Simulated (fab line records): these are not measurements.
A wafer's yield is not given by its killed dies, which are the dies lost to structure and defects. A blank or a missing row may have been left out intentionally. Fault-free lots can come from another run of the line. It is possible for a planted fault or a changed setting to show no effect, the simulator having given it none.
Chamber matching :: flow nand-harc :: rie-diel-04 running NHARC_A_SGD_CUT_ETCH_58: 4 sister chambers
The step etches the open film in CF4, target depth 39 nm, time 65 s. 8 wafers are shown with their chamber, then 8 later ones without.

## WAFERS WITH THEIR CHAMBER
wafer: L077.2
chamber: 2
showerhead-plenum-p-Torr (Torr): 1.72
drypump-motor-current-A (A): 6.3

wafer: L080.1
chamber: 0
showerhead-plenum-p-Torr (Torr): 1.77
drypump-motor-current-A (A): 5.7

wafer: L080.3
chamber: 3
showerhead-plenum-p-Torr (Torr): 1.72
drypump-motor-current-A (A): 5.8

wafer: L080.5
chamber: 1
showerhead-plenum-p-Torr (Torr): 1.65
drypump-motor-current-A (A): 5.5

wafer: L081.1
chamber: 2
showerhead-plenum-p-Torr (Torr): 1.72
drypump-motor-current-A (A): 6.3

wafer: L081.3
chamber: 1
showerhead-plenum-p-Torr (Torr): 1.65
drypump-motor-current-A (A): 5.6

wafer: L081.4
chamber: 0
showerhead-plenum-p-Torr (Torr): 1.77
drypump-motor-current-A (A): 5.7

wafer: L090.3
chamber: 3
showerhead-plenum-p-Torr (Torr): 1.71
drypump-motor-current-A (A): 5.7

## WAFERS WITH NO CHAMBER GIVEN
wafer: L090.4
showerhead-plenum-p-Torr (Torr): 1.77
drypump-motor-current-A (A): 5.7

wafer: L090.6
showerhead-plenum-p-Torr (Torr): 1.77
drypump-motor-current-A (A): 5.7

wafer: L093.2
showerhead-plenum-p-Torr (Torr): 1.65
drypump-motor-current-A (A): 5.5

wafer: L093.5
showerhead-plenum-p-Torr (Torr): 1.77
drypump-motor-current-A (A): 5.8

wafer: L093.6
showerhead-plenum-p-Torr (Torr): 1.71
drypump-motor-current-A (A): 5.7

wafer: L096.1
showerhead-plenum-p-Torr (Torr): 1.71
drypump-motor-current-A (A): 5.7

wafer: L096.2
showerhead-plenum-p-Torr (Torr): 1.77
drypump-motor-current-A (A): 5.8

wafer: L096.3
showerhead-plenum-p-Torr (Torr): 1.72
drypump-motor-current-A (A): 6.4

## EACH ONE'S CHAMBER
wafer: L090.4
from the rows above: 0
in truth: 0

wafer: L090.6
from the rows above: 0
in truth: 0

wafer: L093.2
from the rows above: 1
in truth: 1

wafer: L093.5
from the rows above: 0
in truth: 0

wafer: L093.6
from the rows above: 3
in truth: 3

wafer: L096.1
from the rows above: 3
in truth: 3

wafer: L096.2
from the rows above: 0
in truth: 0

wafer: L096.3
from the rows above: 2
in truth: 2
Correct placement for 8 of the 8. Can't be placed from these rows: 0. 0 placed wrongly.
How it was worked out, from the rows above alone: a wafer's distance from a chamber is the root of the sum, over the readings, of the square of ((its reading less the chamber's mean) divided by the reading's scatter). If the next closest chamber is less than 2 further off than the closest, the wafer can't be placed; otherwise it belongs to the closest. A chamber's mean is the mean of its shown wafers. The scatter: the root of (the sum of the squares of (reading less its chamber's mean) over the shown wafers, divided by (wafers less chambers)).
